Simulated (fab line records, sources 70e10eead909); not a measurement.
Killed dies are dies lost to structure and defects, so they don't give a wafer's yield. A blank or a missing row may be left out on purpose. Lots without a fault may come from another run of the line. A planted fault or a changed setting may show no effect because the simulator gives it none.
Which tool did it? | flow nand_harc | 6 lots, 18 wafers sampled, at 1 step of a route of 1302

WHAT THE GAUGES READ, wafer by wafer
NHARC_A_ONON_D1_THK_MEAS_27: measures by ellipsometry.
lot  | measured     | on            | thk_nm (nm)
L753 | day 9 01:51  | film_metro-01 | 1011 1013 1013
L757 | day 11 01:04 | film_metro-02 | 1017 1018 1019
L760 | day 11 21:44 | film_metro-01 | 1009 1008 1008
L765 | day 14 07:10 | film_metro-01 | 1005 1003 1004
L766 | day 14 07:28 | film_metro-01 | 999 995 997
L772 | day 16 23:04 | film_metro-01 | 1015 1015 1015

WHICH TOOL RAN EACH LOT (tool, then ch and the chambers of the sampled wafers, then the start)
The record holds no process step before these readings.

THE ANSWER, worked out from the rows above alone
Rule: what is usual is taken from the lots themselves. Put in order of their means at a reading, lots are off if they are a third of the lots or fewer, leave a main group of 4 or more, and stand apart from it by a gap of 3 or more times the standard deviation of the main group's means; of several such gaps the widest counts. A main group whose means are all the same, to the digits that the tables above print for the reading, isn't used. A lot without any number at a reading at which 4 lots or more have one is off too. The other lots that the step has rows for count as sound.
No lot is off at any reading shown: from this, nothing can be told.

WHAT THE SIMULATOR HAD PUT IN
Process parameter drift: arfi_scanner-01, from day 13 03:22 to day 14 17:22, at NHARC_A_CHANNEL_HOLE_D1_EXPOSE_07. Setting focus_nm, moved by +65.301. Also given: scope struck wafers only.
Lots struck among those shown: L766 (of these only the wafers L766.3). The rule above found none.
